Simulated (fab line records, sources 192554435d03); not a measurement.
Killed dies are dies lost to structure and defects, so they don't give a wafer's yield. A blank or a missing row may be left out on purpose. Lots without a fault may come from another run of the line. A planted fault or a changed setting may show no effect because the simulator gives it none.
fab line records | flow n5_finfet
record lots=4 wafers=12 last_day=20
route steps=1938 shown GATE_CUT@469 BEOL_M4@1111 PASSIVATION@1936
lots that met no fault: from a run of the same line without faults
start_h: hours from the record's first day to the start of the lot's first wafer shown | wait_h: hours since the lot's step before | " the same as in the row above | L1.1+2: a row that stands for several wafers | - no value, or no start given | * or withheld: withheld | < > ~ a bound
route shown NAME@n: a module of which the file shows steps, and the number in the route of the first | usual: mean/standard deviation of fault-free wafers | same: alike in all rows | chamber/n: place in a boat | sites: the reading at each site | _std_site: their standard deviation | _edge_site: outer sites' mean less inner sites' | radius_mm: how far each site lies from the wafer's centre | mask NAME#n: copy n | behind: the tool/chamber that last shaped the wafer | hold: why the lot was held/for how many hours/how that ended | device: the transistor (n, p or np) that didn't switch | end of line: the same wafers' tests at the end of the route | a step without rows: its recipe alone | killed: dies lost to structure and defects at the first sort, not the wafer's yield | map: a wafer's dies, x killed, . not, _ none there
set.NAME: the setting as run; set.NAME@STEP: as run at that earlier step | model.NAME: the simulator's own value behind a step, which no gauge read
lots at some steps of the route; a table a step, a row a wafer
services: from which hour (start_h, from the record's first day; less than 0 if before it) a tool's chamber was out of use, for how many hours, and why
## steps
# step N5_GATE_CUT_ETCH_58
# recipe chemistry=CH3F/O2 target=SiNx target_depth_a=170 time_s=128.6 ion_energy_ev=50 pressure_mtorr=30 source_w=415 bias_w=21 Ar_flow_sccm=150 CH3F_flow_sccm=30 O2_flow_sccm=20
# step N5_GATE_CUT_STRIP_59
# recipe chemistry=N2/H2 time_s=20 power_w=100 temp_c=40 pressure_mtorr=100 rf_frequency_hz=6e+07 bias_power_w=3 n2_flow_sccm=300 h2_flow_sccm=300
# step N5_GATE_CUT_PRECLEAN_31
# recipe temp_c=23 chemistry=DIW time_s=300
# step N5_GATE_CUT_SRD_32
# recipe time_s=30 temp_c=23 rinse_liquid=diw dry=ipa_marangoni
# step N5_GATE_CUT_SAC_CAP_01
# recipe material=SiNx target_thk_a=240 temp_c=400 ald_precursor_family=SiH2I2 ald_co_reactant=N2/H2-plasma pulse_time_s=1 ald_cycles=480 purge_time_s=2 co_reactant_purge_time_s=2 pressure_torr=2
# step N5_GATE_CUT_PECVD_57
# recipe material=SiNx target_thk_a=210 temp_c=400 precursor=SiH4/NH3/N2 pressure_torr=1.5 rf_w=300
# step N5_GATE_CUT_CMP_02
# recipe stop_on=SiO2 t_overpolish_s=12.7 post_cmp_clean=alkaline_brush down_force_psi=2.5 platen_rpm=51.8 pad_velocity_m_s=1.0307 target_thk_nm=0
# step N5_GATE_CUT_HM_DEP_46
# recipe material=SiO2 target_thk_a=1300 temp_c=400 precursor=TEOS/O2 pressure_torr=6.5 rf_w=900 teos_flow_sccm=161.4 gas=O2 flow_sccm=2650 time_s=26.6
# step N5_GATE_CUT_COAT_34
# recipe resist=SOC temp_c=250 time_s=60 spin_rpm=1500 resist_thk_nm=60
# step N5_GATE_CUT_COAT_35
# recipe resist=SiARC temp_c=220 time_s=60 spin_rpm=1500 resist_thk_nm=10
# step N5_GATE_CUT_COAT_27
# recipe resist=underlayer temp_c=205 time_s=60 spin_rpm=1500 resist_thk_nm=10
# step N5_GATE_CUT_COAT_07
# recipe resist=CAR-EUV spin_rpm=1500 resist_thk_nm=30
# usual spin_speed_rpm=1499.9/1
# columns lot.wafer tool chamber start_h wait_h spin_speed_rpm model.CAR-EUV_of_GATE_CUT_COAT_07.thk_nm
L715.2 litho_track-03 0 126.76 - 1603.9 29
L715.4 " 0 " " 1606.5 29.2
L715.5 " 0 " " 1606.5 29.2
L717.2 litho_track-03 0 138.23 - 1604.7 29
L717.3 " 0 " " 1606.9 29
L717.5 " 0 " " 1604.6 29
L728.2 litho_track-03 0 252.82 - 1500.3 29.8
L728.3 " 0 " " 1501.1 30
L728.6 " 0 " " 1499.4 29.8
L731.1 litho_track-03 0 253.63 - 1500.6 30
L731.2 " 0 " " 1498.5 30
L731.3 " 0 " " 1497.7 30
# step N5_GATE_CUT_EBR_09
# recipe solvent=PGMEA ebr_width_mm=1.5
# step N5_GATE_CUT_SOFTBAKE_08
# recipe temp_c=110 time_s=60 resist=CAR-EUV
# step N5_GATE_CUT_EXPOSE_10
# recipe mask_id=GATE_CUT na=0.33 source_shape=annular sigma_inner=0.35 sigma_outer=0.8 polarization=unpolarized target_cd_nm=20 dose_mj=43.25
# step N5_GATE_CUT_PEB_11
# recipe peb_temp_c=100 peb_time_s=60 resist=CAR-EUV
# step N5_GATE_CUT_DEVELOP_12
# recipe develop_time_s=30 developer=TMAH resist=CAR-EUV rinse_liquid=surfactant_rinse dry=air_spin dev_temp_c=23
# step N5_GATE_CUT_DESCUM_18
# recipe chemistry=O2 time_s=7 source_power_w=50 bias_power_w=20 pressure_mtorr=20 rf_frequency_hz=2.712e+07 temp_c=40 resist=CAR-EUV o2_flow_sccm=225
# step N5_GATE_CUT_ETCH_28
# recipe chemistry=N2/H2 target=underlayer target_depth_a=130 mask_material=CAR-EUV time_s=10.4 ion_energy_ev=200 pressure_mtorr=30 source_w=840 bias_w=150 n2_flow_sccm=200 h2_flow_sccm=200 ends=cleared
# step N5_GATE_CUT_ETCH_36
# recipe chemistry=CF4 target=SiARC target_depth_a=130 mask_material=CAR-EUV time_s=21.7 ion_energy_ev=80 pressure_mtorr=40 source_w=545 bias_w=36 Ar_flow_sccm=100 cf4_flow_sccm=100 ends=cleared
# usual drypump_motor_current_A=5.7/0.32 etch_rf_on_time_s=21.6/0.33 oes_product_au=0.66/0.066 rf_fwd_power_W=531.9/1.9 rf_vpp_V=184.1/1.2 showerhead_plenum_p_Torr=2.13/0.073 throttle_valve_pct=15.70/0.16
# columns lot.wafer tool chamber start_h wait_h drypump_motor_current_A etch_rf_on_time_s oes_product_au rf_fwd_power_W rf_hours_counter_h rf_vpp_V showerhead_plenum_p_Torr throttle_valve_pct model.CAR-EUV_of_GATE_CUT_COAT_07.thk_nm
L715.2 rie_diel-02 3 127.20 0.0 5.9 21.2 0.64 531.4 166 182.9 2.06 15.54 6
L715.4 " 2 " " 6.1 21.4 0.76 531.4 48 183.2 2.09 15.54 6
L715.5 " 3 " " 5.9 21.2 0.63 532.0 - 184.0 2.06 15.56 6
L717.2 rie_diel-03 0 138.79 0.0 5.9 21.6 0.70 533.8 80 185.7 2.25 15.61 5.8
L717.3 " 1 " " 5.7 21.8 0.63 530.1 169 186.3 2.14 15.89 6
L717.5 " 0 " " 5.9 21.6 0.70 531.2 - 185.2 2.25 15.60 5.8
L728.2 rie_diel-02 0 253.38 0.0 4.8 21.1 0.82 532.8 12 183.9 2.18 15.44 6.8
L728.3 " 1 " " 5.6 21.7 0.63 532.4 172 182.9 2.05 15.81 6.8
L728.6 " 2 " " 6.1 21.4 0.73 532.3 - 184.0 2.08 15.60 6.8
L731.1 rie_diel-02 1 254.51 0.0 5.6 21.5 0.64 531.4 173 181.9 2.04 15.83 7
L731.2 " 2 " " 6.0 21.3 0.73 529.9 77 183.0 2.08 15.59 7
L731.3 " 0 " " 4.8 21.0 0.83 529.9 13 183.6 2.19 15.49 7
# step N5_GATE_CUT_ETCH_37
# recipe chemistry=N2/H2 target=SOC target_depth_a=600 overetch_a=120 mask_material=SiARC temp_c=40 time_s=90 ion_energy_ev=200 pressure_mtorr=30 source_w=840 bias_w=150 n2_flow_sccm=200 h2_flow_sccm=200
# step N5_BEOL_M4_RC_MEAS_101
# usual DIBL_N=36.5/1.2 DIBL_P=36.5/1.6 IOFF_N=0.162/0.023 IOFF_P=0.221/0.03 ION_N=678/8 ION_P=466/6.3 SS_N=71.6/0.46 SS_P=73.3/0.57 VT_N=249.2/2.6 VT_P=-249/3.3
# columns lot.wafer tool chamber start_h wait_h DIBL_N[mV/V] DIBL_P[mV/V] IOFF_N[nA/um] IOFF_P[nA/um] ION_N[uA/um] ION_P[uA/um] SS_N[mV/dec] SS_P[mV/dec] VT_N[mV] VT_P[mV]
L715.2 prober-02 0 254.99 0.2 36.7 37.4 0.147 0.180 676 458 71.2 73.0 253.0 -254
L715.4 " 0 " " 36.0 37.2 0.143 0.176 666 454 70.7 74.2 252.7 -256
L715.5 " 0 " " 36.7 38.4 0.163 0.199 678 465 71.6 73.3 248.5 -251
L717.2 prober-02 0 265.45 0.2 35.8 33.9 0.134 0.179 674 459 70.8 72.8 249.3 -253
L717.3 " 0 " " 37.2 36.5 0.172 0.213 681 462 72.0 73.1 245.3 -249
L717.5 " 0 " " 37.3 36.1 0.162 0.206 673 461 71.6 72.7 249.4 -252
L728.2 prober-01 0 364.69 0.2 38.4 36.8 0.175 0.215 679 463 72.2 73.7 247.2 -250
L728.3 " 0 " " 36.3 34.5 0.132 0.182 666 456 71.5 73.0 251.7 -253
L728.6 " 0 " " 36.9 35.7 0.151 0.199 680 465 71.8 73.7 248.9 -250
L731.1 prober-02 0 367.40 0.0 38.7 37.2 0.188 0.232 680 459 71.8 73.9 247.1 -250
L731.2 " 0 " " 39.2 38.0 0.191 0.254 684 467 71.3 74.5 246.4 -248
L731.3 " 0 " " 39.6 38.2 0.197 0.256 686 471 71.9 74.1 247.0 -246
# step N5_PASSIVATION_PROBE_49
# usual defect_limited_yield=91.2/1.3 killed_at_M0_to_M3=34/9.2 killed_at_M4_up=14/5 killed_at_contacts=13/6.7 killed_at_front_end=39/12 killed_at_other=4/3.3 killed_dies=104/15 killed_on_rim=14/3.7 killed_open=68/12 killed_short=34/7.5 sort_bin_5_function=5.2/0.87 sort_bin_6_memory=3.3/0.63 sort_n_pass=1076/15 sort_yield_pct=91.2/1.3
# same gross_dies=1180 killed_at_back_side=0 sort_bin_4_leakage[%]=0 sort_bin_8_speed[%]=0
# columns lot.wafer tool chamber start_h wait_h defect_limited_yield[%] killed_at_M0_to_M3 killed_at_M4_up killed_at_contacts killed_at_front_end killed_at_other killed_dies killed_on_rim killed_open killed_short sort_bin_5_function[%] sort_bin_6_memory[%] sort_n_pass sort_yield_pct[%]
L715.2 prober-01 - 353.47 0.1 90.3 40 15 10 46 3 114 15 71 39 5.6 3.3 1066 90.3
L715.4 prober-01 - 353.57 0.2 91.6 40 17 6 32 4 99 13 72 27 5.7 2.3 1081 91.6
L715.5 prober-01 - 353.62 0.2 89.4 30 7 20 64 4 125 13 74 49 5.9 4.1 1055 89.4
L717.3 prober-02 - 369.65 0.1 91.9 36 19 12 24 4 95 6 64 29 5.4 2.2 1085 91.9
L717.5 prober-02 - 369.75 0.2 90.8 38 16 11 40 3 108 14 69 39 5.5 3.2 1072 90.8
# killed by level:class
L715.2 BEOL_M2:geometric_particle:open=9 BEOL_M0_SAQP:geometric_particle:short=9 BEOL_M3:geometric_particle:open=8 MOL_CONTACT_COAG:geometric_particle:open=7 GATE_CUT:geometric_particle:open=7 STI_FIN_REVEAL:geometric_particle:open=6 BEOL_M0_SAQP:geometric_particle:open=6 STARTING-WAFER:geometric_particle:open=6
L715.4 BEOL_M0_SAQP:geometric_particle:open=10 BEOL_M2:geometric_particle:open=10 STI_FIN_REVEAL:geometric_particle:open=9 BEOL_M0_SAQP:geometric_particle:short=5 BEOL_M3:geometric_particle:open=5 BEOL_M4:geometric_particle:open=5 STARTING-WAFER:geometric_particle:open=5 FIN_SAQP:geometric_particle:open=4
L715.5 FIN_SAQP:geometric_particle:short=19 STI_FIN_REVEAL:geometric_particle:open=17 MOL_CONTACT_COAG:geometric_particle:open=13 BEOL_M3:geometric_particle:open=12 BEOL_M0_SAQP:geometric_particle:short=8 MOL_CONTACT_COAG:geometric_particle:short=7 FIN_SAQP:geometric_particle:open=6 DUMMY_GATE:geometric_particle:open=6
L717.3 BEOL_M4:geometric_particle:open=11 MOL_CONTACT_COAG:geometric_particle:open=10 FIN_SAQP:geometric_particle:short=7 BEOL_M0_SAQP:geometric_particle:open=7 BEOL_M2:geometric_particle:open=7 BEOL_M3:geometric_particle:open=7 BEOL_M0_SAQP:geometric_particle:short=6 FIN_SAQP:geometric_particle:open=5
L717.5 FIN_SAQP:geometric_particle:open=19 BEOL_M0_SAQP:geometric_particle:short=10 FIN_SAQP:geometric_particle:short=9 MOL_CONTACT_COAG:geometric_particle:open=9 BEOL_M3:geometric_particle:open=9 BEOL_M0_SAQP:geometric_particle:open=5 BEOL_M1:geometric_particle:open=5 BEOL_M0:geometric_particle:open=4
## services
# columns tool chamber start_h hours kind
rie_diel-02 1 107.68 15.5 repair
rie_diel-02 2 107.69 2.9 repair
rie_diel-02 - 151.09 15.6 pm
rie_diel-02 0 173.56 - clean
rie_diel-02 0 173.56 - consumable_replace:focus_ring
rie_diel-02 0 173.56 25.7 scheduled_down
rie_diel-02 0 173.56 25.7 vent_cycle
rie_diel-02 - 241.35 2.8 pm
rie_diel-02 3 250.98 4.4 repair
rie_diel-03 3 251.86 6.5 repair
## key
first_sign step=N5_GATE_CUT_COAT_07 reading=spin_speed_rpm direction=up sigmas=99+ usual=* struck=*
effect none on later readings
model_effect step=N5_GATE_CUT_COAT_07 value=CAR-EUV_of_GATE_CUT_COAT_07.thk_nm without=30.07 struck=29.07
model_effect step=N5_GATE_CUT_ETCH_36 value=CAR-EUV_of_GATE_CUT_COAT_07.thk_nm without=6.933 struck=5.933
met_at N5_GATE_CUT_COAT_07
struck_wafers L715.2,L715.4,L715.5,L717.2,L717.3,L717.5
fault kind=process_parameter_drift tool=litho_track-03 chamber=- onset_h=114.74 steps=N5_GATE_CUT_COAT_07 channel=spin_rpm offset=* shape=step end_h=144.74 acts_in=* stated=*
